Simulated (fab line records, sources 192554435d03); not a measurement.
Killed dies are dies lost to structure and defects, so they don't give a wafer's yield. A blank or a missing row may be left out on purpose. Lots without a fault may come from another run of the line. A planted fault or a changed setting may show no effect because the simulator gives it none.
Chamber matching | flow n5_finfet | N5_HKMG_FIN_ALD_91 on ald_metal-01: 4 sister chambers
The step deposits TiN, target thk 1 nm, pulse time 1 s, purge time 3 s. 8 wafers are shown with their chamber, then 10 later ones without.

WAFERS WITH THEIR CHAMBER
wafer  | chamber | heater_power_w (W) | precursor_pulse_height_rel
L078.3 | 2       | 997                | 0.986
L082.5 | 3       | 808                | 1.022
L084.1 | 2       | 997                | 1.018
L084.5 | 1       | 1148               | 0.990
L085.4 | 1       | 1177               | 1.017
L085.5 | 0       | 834                | 1.035
L088.2 | 3       | 816                | 0.971
L088.3 | 0       | 831                | 0.981

WAFERS WITHOUT THEIR CHAMBER
wafer  | heater_power_w (W) | precursor_pulse_height_rel
L088.5 | 988                | 0.995
L089.1 | 807                | 1.017
L089.3 | 992                | 0.987
L089.4 | 1168               | 1.003
L090.4 | 839                | 1.035
L090.5 | 984                | 1.000
L090.6 | 1172               | 1.019
L097.1 | 1010               | 1.000
L097.3 | 840                | 1.025
L097.5 | 1170               | 0.993

WHICH CHAMBER EACH WENT THROUGH
wafer  | from the rows above     | in truth
L088.5 | 2                       | 2
L089.1 | can't be placed: 3 or 0 | 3
L089.3 | 2                       | 2
L089.4 | 1                       | 1
L090.4 | can't be placed: 0 or 3 | 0
L090.5 | 2                       | 2
L090.6 | 1                       | 1
L097.1 | 2                       | 2
L097.3 | can't be placed: 0 or 3 | 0
L097.5 | 1                       | 1
Placed correctly: 7 of 10. Can't be placed from these rows: 3 (the true chamber is among the candidates in 3). Placed wrongly: 0.
How it was worked out, from the rows above alone: a wafer's distance from a chamber is the root of the sum, over the readings, of the square of ((its reading less the chamber's mean) divided by the reading's scatter). The wafer belongs to the nearest chamber; if the next one is less than 2 further off, it can't be placed. A chamber's mean is the mean of its shown wafers. The scatter: the root of (the sum of the squares of (reading less its chamber's mean) over the shown wafers, divided by (wafers less chambers)).
